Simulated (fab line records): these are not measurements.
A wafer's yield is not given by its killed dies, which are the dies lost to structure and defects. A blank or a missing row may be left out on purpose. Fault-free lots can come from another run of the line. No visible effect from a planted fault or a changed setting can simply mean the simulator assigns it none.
Code-filled problem report in 8D (eight disciplines) form    flow n5_finfet    the parts of the form that need people (team, actions taken, sign-off) are left out

== 1. THE ISSUE ==
COMB_M4 at N5_BEOL_M4_RC_MEAS_101 reads a mean of 2.1e-10 S/m on 3 wafers of 3 lots; wafers without a fault read 5.6e-11 S/m with a standard deviation of 1.1e-11. Measured from the usual mean, that is +14 standard deviations.
First seen on wafer L561.2, day 10 01:07, on prober-01. The record has a number at this step for 27 wafers belonging to 10 lots. Rule for "out" (also "out of limits"): further than 4 standard deviations from the usual mean. The rest of the wafers with a number are treated as sound.

== 2. WHAT IT IS AND WHAT IT IS NOT ==
question                      is                         is not
which readings at this step   COMB_M4, COMB_M4_max_site  DIBL_N, DIBL_P, IOFF_N, IOFF_P, ION_P, SS_N, SS_P, VT_N, VT_P
which lots                    L561, L562, L567           L556, L557, L558, L570, L571, L575, L576
which wafers of those lots    L561.2, L562.4, L567.4     L561.3, L562.5, L567.5
read on which gauges          prober-01, prober-02       -
when                          from day 10 01:07          up to then (10 sound wafers); but 14 sound wafers of L562, L567, L570, L571, L575, L576 came after
where on the wafer (9 sites)  all sites                  -

== 3. WHAT RULES OUT EACH SUSPECT ==
Counting: a tool at a process step up to the reading stays a suspect if it ran every lot that is out. Sound lots after the first of them don't rule it out here, since some wafers of a struck lot are sound.
- ruled out: the gauge at N5_BEOL_M4_RC_MEAS_101. The wafers that are out were read on 2 gauges (prober-01, prober-02).
- ald_metal-03 at N5_BEOL_M4_ALD_84 (deposits TaN, pulse time 2 s, purge time 3 s, co reactant purge time 2 s): kept. Every lot that is out went through it, the first being L561 (day 9 21:37); the last sound lot it ran before that was L558 (day 8 14:14).
Left after counting: ald_metal-03 at N5_BEOL_M4_ALD_84.

== 4. THE CAUSE (what the simulator had put in) ==
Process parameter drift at N5_BEOL_M4_ALD_84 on ald_metal-03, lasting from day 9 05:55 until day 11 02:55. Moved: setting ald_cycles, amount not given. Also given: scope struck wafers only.
Counting left only this tool.

== 5. THE EFFECT CHAIN, in route order ==
Rows list readings where the struck wafers' mean (over those with a number) sits beyond 3 standard deviations from the usual. Only readings for which the record gives a usual standard deviation are gone through. hours: the time from each lot's start at the first step in this table that gives one to its start at this step, as a median over the lots. sigmas: the change in usual standard deviations.
hours  step                     reading               usual        on struck wafers  change    sigmas
0      N5_BEOL_M4_RC_MEAS_101   COMB_M4               5.6e-11 S/m  2.1e-10           +1.6e-10  +14
0      N5_BEOL_M4_RC_MEAS_101   COMB_M4_max_site      8.1e-11 S/m  2.6e-10           +1.8e-10  +9.6
110    N5_PASSIVATION_PROBE_49  defect_limited_yield  91.4 %       82.0              -9.4      -6.7
110    N5_PASSIVATION_PROBE_49  killed_at_M4_up       13           116               +103      +22
110    N5_PASSIVATION_PROBE_49  killed_dies           102          212               +110      +6.9
110    N5_PASSIVATION_PROBE_49  killed_on_rim         13           29                +16       +3.7
110    N5_PASSIVATION_PROBE_49  sort_bin_4_leakage    0.01 %       8.45              +8.44     +60
110    N5_PASSIVATION_PROBE_49  sort_n_pass           1078         968               -110      -6.9
Its process steps:
- N5_PASSIVATION_PROBE_49

== 6. WHAT WOULD HAVE CAUGHT IT SOONER ==
Counted from the fault's start at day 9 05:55, it took 19 hours until the first out-of-limits reading at a measuring or inspecting step in this record, taken at day 10 01:07.
No tool reading at N5_BEOL_M4_ALD_84 that has a usual standard deviation in the record was out on any struck wafer, so an alarm limit of 4 standard deviations on those readings would not have fired.
Among the 3 lots that are out, L562, L567 began N5_BEOL_M4_ALD_84 on ald_metal-03 after day 10 01:07. A hold on the tool at that time would have spared those 2.
